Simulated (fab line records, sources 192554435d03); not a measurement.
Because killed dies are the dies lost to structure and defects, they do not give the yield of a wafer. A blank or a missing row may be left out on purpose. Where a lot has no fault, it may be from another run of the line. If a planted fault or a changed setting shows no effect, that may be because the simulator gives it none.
fab line records -- flow n5-finfet
[record] lots = 11, wafers = 31, last-day = 18
route steps=1938 shown BEOL_M11@1552 PASSIVATION@1936
lots with no fault: from the same line, run without faults
start-h: hours from the record's opening day to when the first of the lot's shown wafers began -- wait-h: hours from the lot's prior step to this one -- " unchanged from the row above -- L1.1+2: a row that stands for several wafers -- - no value, or no start given -- * or withheld: withheld -- < > ~ a bound
route shown NAME@n: NAME is a module with steps in the file, n the number in the route of the first one -- usual: average and standard deviation across the fault-free wafers -- same: alike in all rows -- chamber/n: place in a boat -- sites: the reading at each site -- _std_site: standard deviation across them -- _edge_site: outer sites' mean less inner sites' -- radius-mm: how far each site lies from the wafer's centre -- mask NAME#n: copy n -- behind: the most recent tool/chamber to have shaped the wafer -- hold: why the lot went on hold/how many hours it stayed there/how the hold came to an end -- device: whichever transistor did not switch (one of n, p or np) -- end of line: at the end of the route, the tests of the same wafers -- a step with no rows: only its recipe -- killed: count of dies lost to structure and defects at first sort (not the wafer's yield) -- map: a wafer's dies, x killed, . not, _ none there
set.NAME: the setting the step ran with; set.NAME@STEP: the setting that earlier step ran with -- model.NAME: the simulator's own value behind a step, which no gauge read
a sample of lots followed through the steps of the route, with each step as a table and each wafer as a row
services: from which hour (start-h, from the record's first day; less than 0 if before it) a tool's chamber was out of use, for how many hours, and why
[[steps]]
[step N5_BEOL_M11_DESCUM_16]
[recipe] chemistry = O2, time-s = 7.9, source-power-w = 50, bias-power-w = 20, pressure-mtorr = 20, rf-frequency-hz = 2.712e+07, temp-c = 40, resist = CAR-ArF, o2-flow-sccm = 225
[usual] drypump-motor-current-A = 5.9/0.56, o2-flow-sccm = 224.9/0.63, oes-product-au = 0.84/0.085, rf-vpp-V = 243.4/1.4, showerhead-plenum-p-Torr = 2.10/0.07, throttle-valve-pct = 20.37/0.23
[same] time-s = 7.9
lot.wafer,tool,chamber,start-h,wait-h,drypump-motor-current-A,o2-flow-sccm,oes-product-au,rf-hours-counter-h,rf-vpp-V,showerhead-plenum-p-Torr,throttle-valve-pct
L583.1,rie-diel-05,1,220.98,0.3,5.6,225.1,0.76,150,242.1,2.02,20.34
L583.4,rie-diel-05,2,220.98,0.3,6.5,225.7,0.89,46,242.2,2.06,20.45
L583.6,rie-diel-05,0,220.98,0.3,5.4,224.9,0.70,-,244.4,2.15,20.34
L584.2,rie-diel-02,0,230.15,0.0,5.0,224.3,0.99,7,243.6,2.22,20.07
L584.5,rie-diel-02,3,230.15,0.0,6.5,225.1,0.77,-,242.7,2.08,20.49
L584.6,rie-diel-02,0,230.15,0.0,5.0,224.4,1.00,-,244.9,2.22,20.06
L586.1,rie-diel-05,2,252.04,0.0,6.5,224.2,0.87,56,241.6,2.05,20.46
L586.2,rie-diel-05,1,252.04,0.0,5.6,224.1,0.74,159,241.6,2.01,20.37
L586.4,rie-diel-05,3,252.04,0.0,6.3,225.4,0.77,120,241.3,2.01,20.36
L591.3,rie-diel-02,0,288.78,0.0,5.1,225.7,0.95,23,245.0,2.21,20.11
L591.4,rie-diel-02,3,288.78,0.0,6.5,224.7,0.75,188,241.4,2.07,20.52
L591.5,rie-diel-02,1,288.78,0.0,6.2,224.5,0.87,-,242.9,2.04,20.29
L593.1,rie-diel-04,0,295.80,0.1,5.4,223.8,0.89,25,244.1,2.13,20.55
L593.2,rie-diel-04,1,295.80,0.1,5.3,225.3,0.91,15,243.4,2.13,19.93
L593.5,rie-diel-04,2,295.80,0.1,5.7,224.5,1.01,-,243.6,2.15,20.04
L592.1,rie-diel-04,1,298.57,0.4,5.3,225.1,0.91,16,244.7,2.13,19.96
L592.4,rie-diel-04,3,298.57,0.4,5.5,225.0,0.86,52,246.4,2.24,20.23
L592.5,rie-diel-04,1,298.57,0.4,5.3,224.4,0.91,-,243.8,2.13,19.94
L595.2,rie-diel-02,3,304.13,0.0,6.5,224.8,0.75,192,242.8,2.07,20.52
L595.3,rie-diel-02,1,304.13,0.0,6.2,224.7,0.87,35,241.5,2.03,20.29
L595.5,rie-diel-02,3,304.13,0.0,6.5,224.8,0.74,-,245.0,2.07,20.52
L599.2,rie-diel-02,3,336.36,0.0,6.4,224.3,0.74,203,242.6,2.07,20.55
L599.4,rie-diel-02,1,336.36,0.0,6.2,224.2,0.85,46,240.6,2.03,20.30
L599.6,rie-diel-02,3,336.36,0.0,6.5,224.2,0.74,-,243.0,2.07,20.54
L603.4,rie-diel-04,3,354.03,0.0,5.5,224.2,0.85,68,245.9,2.24,20.25
L603.6,rie-diel-04,3,354.03,0.0,5.5,225.8,0.85,-,244.2,2.24,20.26
L601.1,rie-diel-05,2,360.71,0.0,6.5,226.0,0.83,91,241.8,2.04,20.50
L601.4,rie-diel-05,1,360.71,0.0,5.6,223.8,0.72,-,242.3,2.00,20.42
L604.1,rie-diel-04,2,381.34,0.0,5.7,225.0,0.92,24,244.0,2.14,20.08
L604.2,rie-diel-04,1,381.34,0.0,5.4,225.2,0.86,38,243.3,2.12,19.96
L604.6,rie-diel-04,0,381.34,0.0,5.4,224.8,0.85,-,243.2,2.12,20.61
[step N5_BEOL_M11_CD_MEAS_18]
[recipe] pitch-nm = 140, target-cd-nm = 70
[usual] cd-nm = 70.2/0.55
lot.wafer,tool,chamber,start-h,wait-h,cd-nm
L583.1,cd-sem-03,-,221.63,0.0,71.4
L583.4,cd-sem-03,-,221.63,0.0,70.1
L583.6,cd-sem-03,-,221.63,0.0,70.3
L584.2,cd-sem-02,-,230.60,0.1,70.6
L584.5,cd-sem-02,-,230.60,0.1,70.3
L584.6,cd-sem-02,-,230.60,0.1,70.3
L586.1,cd-sem-03,-,252.50,0.0,70.5
L586.2,cd-sem-03,-,252.50,0.0,70.7
L586.4,cd-sem-03,-,252.50,0.0,70.0
L591.3,cd-sem-03,-,289.33,0.1,68.8
L591.4,cd-sem-03,-,289.33,0.1,69.2
L591.5,cd-sem-03,-,289.33,0.1,69.5
L593.1,cd-sem-02,-,296.25,0.0,69.7
L593.2,cd-sem-02,-,296.25,0.0,70.3
L593.5,cd-sem-02,-,296.25,0.0,70.9
L592.1,cd-sem-02,-,299.02,0.0,71.7
L592.4,cd-sem-02,-,299.02,0.0,70.4
L592.5,cd-sem-02,-,299.02,0.0,71.1
L595.2,cd-sem-03,-,304.59,0.1,69.7
L595.3,cd-sem-03,-,304.59,0.1,70.9
L595.5,cd-sem-03,-,304.59,0.1,69.8
L599.2,cd-sem-02,-,336.84,0.1,69.5
L599.4,cd-sem-02,-,336.84,0.1,70.8
L599.6,cd-sem-02,-,336.84,0.1,70.3
L603.4,cd-sem-02,-,354.49,0.1,70.4
L603.6,cd-sem-02,-,354.49,0.1,71.0
L601.1,cd-sem-02,-,361.17,0.0,69.7
L601.4,cd-sem-02,-,361.17,0.0,70.2
L604.1,cd-sem-02,-,381.79,0.0,69.7
L604.2,cd-sem-02,-,381.79,0.0,70.4
L604.6,cd-sem-02,-,381.79,0.0,69.8
[step N5_BEOL_M11_CD_MEAS_28]
[recipe] target-cd-nm = 70, landing-energy-ev = 500, detector = se-inlens, polarity = opening
[usual] cd-nm = 70.8/1.1
lot.wafer,tool,chamber,start-h,wait-h,cd-nm
L583.1,cd-sem-02,0,222.06,-,71.3
L583.4,cd-sem-02,0,222.06,-,69.2
L583.6,cd-sem-02,0,222.06,-,69.1
L584.2,cd-sem-01,0,234.58,-,70.3
L584.5,cd-sem-01,0,234.58,-,70.4
L584.6,cd-sem-01,0,234.58,-,71.3
L586.1,cd-sem-02,0,255.84,-,68.1
L586.2,cd-sem-02,0,255.84,-,69.5
L586.4,cd-sem-02,0,255.84,-,68.9
L591.3,cd-sem-03,0,289.67,-,72.0
L591.4,cd-sem-03,0,289.67,-,71.2
L591.5,cd-sem-03,0,289.67,-,71.1
L593.1,cd-sem-02,0,297.34,-,69.5
L593.2,cd-sem-02,0,297.34,-,71.3
L593.5,cd-sem-02,0,297.34,-,70.4
L592.1,cd-sem-03,0,299.43,-,68.2
L592.4,cd-sem-03,0,299.43,-,68.8
L592.5,cd-sem-03,0,299.43,-,68.9
L595.2,cd-sem-02,0,305.91,-,70.7
L595.3,cd-sem-02,0,305.91,-,70.7
L595.5,cd-sem-02,0,305.91,-,70.3
L599.2,cd-sem-03,0,340.89,-,70.9
L599.4,cd-sem-03,0,340.89,-,71.3
L599.6,cd-sem-03,0,340.89,-,71.1
L603.4,cd-sem-03,0,356.40,-,71.0
L603.6,cd-sem-03,0,356.40,-,69.7
L601.1,cd-sem-03,0,362.21,-,70.5
L601.4,cd-sem-03,0,362.21,-,70.6
L604.1,cd-sem-01,0,382.11,-,71.4
L604.2,cd-sem-01,0,382.11,-,70.9
L604.6,cd-sem-01,0,382.11,-,70.5
[step N5_BEOL_M11_ETCH_66]
[recipe] chemistry = N2/H2, target = SOC, target-depth-a = 1200, overetch-a = 240, mask-material = SiARC, temp-c = 40, time-s = 180, ion-energy-ev = 200, pressure-mtorr = 30, source-w = 840, bias-w = 150, n2-flow-sccm = 200, h2-flow-sccm = 200
[usual] drypump-motor-current-A = 5.9/0.53, oes-product-au = 0.67/0.065, rf-vpp-V = 524.0/2.6, run-length-s = 203.5/0.39, showerhead-plenum-p-Torr = 2.55/0.085, throttle-valve-pct = 17.76/0.24
lot.wafer,tool,chamber,start-h,wait-h,drypump-motor-current-A,oes-product-au,rf-hours-counter-h,rf-vpp-V,run-length-s,showerhead-plenum-p-Torr,throttle-valve-pct
L583.1,rie-diel-02,3,222.24,0.0,6.5,0.62,168,524.2,203.4,2.54,17.91
L583.4,rie-diel-02,0,222.24,0.0,5.0,0.79,5,528.4,202.8,2.70,17.48
L583.6,rie-diel-02,3,222.24,0.0,6.5,0.62,-,524.2,203.8,2.54,17.92
L584.2,rie-diel-04,0,234.76,0.0,5.4,0.78,5,524.1,203.2,2.60,17.97
L584.5,rie-diel-04,2,234.76,0.0,5.7,0.55,-,525.9,203.2,2.60,17.80
L584.6,rie-diel-04,0,234.76,0.0,5.4,0.77,-,523.7,203.7,2.60,17.96
L586.1,rie-diel-05,0,256.29,0.0,5.4,0.56,232,525.4,203.2,2.62,18.01
L586.2,rie-diel-05,1,256.29,0.0,5.6,0.60,160,521.5,203.6,2.43,17.74
L586.4,rie-diel-05,2,256.29,0.0,6.5,0.70,57,521.2,203.7,2.48,17.69
L591.3,rie-diel-02,3,289.84,0.0,6.5,0.60,188,523.4,203.3,2.53,17.95
L591.4,rie-diel-02,1,289.84,0.0,6.2,0.70,31,522.7,203.4,2.49,17.89
L591.5,rie-diel-02,1,289.84,0.0,6.2,0.70,-,523.3,203.0,2.49,17.87
L593.1,rie-diel-02,1,297.51,0.0,6.2,0.70,33,522.0,203.0,2.49,17.89
L593.2,rie-diel-02,0,297.51,0.0,5.0,0.75,25,527.8,202.3,2.69,17.51
L593.5,rie-diel-02,0,297.51,0.0,5.0,0.75,-,529.0,202.5,2.69,17.52
L592.1,rie-diel-05,0,299.80,0.0,5.5,0.56,243,526.5,203.1,2.61,17.99
L592.4,rie-diel-05,3,299.80,0.0,6.3,0.63,134,520.7,203.3,2.44,17.86
L592.5,rie-diel-05,1,299.80,0.0,5.6,0.60,-,521.3,203.8,2.43,17.75
L595.2,rie-diel-05,2,306.09,0.0,6.5,0.69,70,522.5,203.9,2.48,17.70
L595.3,rie-diel-05,3,306.09,0.0,6.4,0.63,135,521.7,203.3,2.44,17.87
L595.5,rie-diel-05,0,306.09,0.0,5.5,0.55,-,525.1,203.2,2.61,17.98
L599.2,rie-diel-02,0,341.07,0.0,5.0,0.73,36,529.5,203.1,2.69,17.53
L599.4,rie-diel-02,3,341.07,0.0,6.5,0.59,203,523.5,203.6,2.52,17.97
L599.6,rie-diel-02,0,341.07,0.0,5.1,0.67,-,529.0,236.2,2.69,17.51
L603.4,rie-diel-02,2,356.57,0.0,6.8,0.63,127,524.1,202.7,2.55,18.15
L603.6,rie-diel-02,3,356.57,0.0,6.5,0.54,-,523.4,237.5,2.52,17.98
L601.1,rie-diel-02,3,362.39,0.0,6.5,0.54,210,522.6,237.2,2.52,17.99
L601.4,rie-diel-02,1,362.39,0.0,6.2,0.67,52,522.4,203.0,2.48,17.90
L604.1,rie-diel-05,2,382.29,0.0,6.5,0.67,99,521.5,203.8,2.46,17.77
L604.2,rie-diel-05,0,382.29,0.0,5.5,0.76,14,525.2,203.2,2.60,17.57
L604.6,rie-diel-05,1,382.29,0.0,5.6,0.58,-,520.8,203.6,2.42,17.79
[step N5_PASSIVATION_PROBE_49]
[usual] defect-limited-yield = 91.6/1.6, killed_at_M0_to_M3 = 31/10, killed_at_M4_up = 14/6.3, killed-at-contacts = 12/6.1, killed-at-front-end = 39/12, killed-at-other = 3.7/2.8, killed-dies = 100/19, killed-open = 66/14, killed-short = 33/8.1, sort_bin_5_function = 5.0/1.1, sort_bin_6_memory = 3.2/0.66, sort-n-pass = 1080/18, sort-yield-pct = 91.6/1.6
[same] gross-dies = 1180, killed-at-back-side = 0, sort_bin_4_leakage[%] = 0, sort_bin_8_speed[%] = 0
lot.wafer,tool,chamber,start-h,wait-h,defect-limited-yield[%],killed_at_M0_to_M3,killed_at_M4_up,killed-at-contacts,killed-at-front-end,killed-at-other,killed-dies,killed-open,killed-short,sort_bin_5_function[%],sort_bin_6_memory[%],sort-n-pass,sort-yield-pct[%]
L603.4,prober-01,-,399.84,0.2,92.2,24,13,16,27,12,92,62,27,5.0,2.4,1088,92.2
L603.6,prober-01,-,399.94,0.3,90.9,27,8,18,43,11,107,71,34,5.8,3.1,1073,90.9
// killed by level:class
L603.4 MOL_CONTACT_COAG:geometric-particle:open=13 GATE_CUT:geometric-particle:open=6 BEOL_M0_SAQP:geometric-particle:open=6 BEOL_M3:geometric-particle:open=6 FIN_SAQP:geometric-particle:short=5 BEOL_M0_SAQP:geometric-particle:short=4 BEOL_M2:geometric-particle:open=4 BEOL_M4:geometric-particle:open=4
L603.6 MOL_CONTACT_COAG:geometric-particle:open=13 FIN_SAQP:geometric-particle:open=8 STI_FIN_REVEAL:geometric-particle:open=7 GATE_CUT:geometric-particle:short=7 BEOL_M0_SAQP:geometric-particle:short=7 BEOL_M1:geometric-particle:open=7 BEOL_M0_SAQP:geometric-particle:open=6 MOL_CONTACT_COAG:geometric-particle:short=5
[[services]]
tool,chamber,start-h,hours,kind
rie-diel-04,1,220.95,-,clean
rie-diel-04,1,220.95,-,consumable-replace:focus-ring
rie-diel-04,1,220.95,21.6,scheduled-down
rie-diel-04,1,220.95,21.6,vent-cycle
rie-diel-04,2,265.06,-,clean
rie-diel-04,2,265.06,-,consumable-replace:focus-ring
rie-diel-04,2,265.06,27.9,scheduled-down
rie-diel-04,2,265.06,27.9,vent-cycle
rie-diel-02,0,324.30,6.3,repair
rie-diel-05,0,324.47,-,clean
rie-diel-05,0,324.47,-,consumable-replace:focus-ring
rie-diel-05,0,324.47,21.5,scheduled-down
rie-diel-05,0,324.47,21.5,vent-cycle
[[key]]
[first-sign] step = N5_BEOL_M11_ETCH_66, reading = run-length-s, direction = up, sigmas = 86, usual = *, struck = *
effect none on later readings
met-at N5_BEOL_M11_ETCH_66
struck-lots L599,L601,L603
struck-wafers L599.6,L601.1,L603.6
not-acting-at N5_BEOL_M11_DESCUM_16,N5_BEOL_M11_CD_MEAS_18,N5_BEOL_M11_CD_MEAS_28
onset-between 297.51 341.07
[fault] kind = process-parameter-drift, tool = rie-diel-02, chamber = -, onset-h = 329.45, steps = N5_BEOL_M11_ETCH_66, channel = time-s, offset = *, shape = step, end-h = 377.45, scope = struck-wafers-only, acts-in = *, stated = *
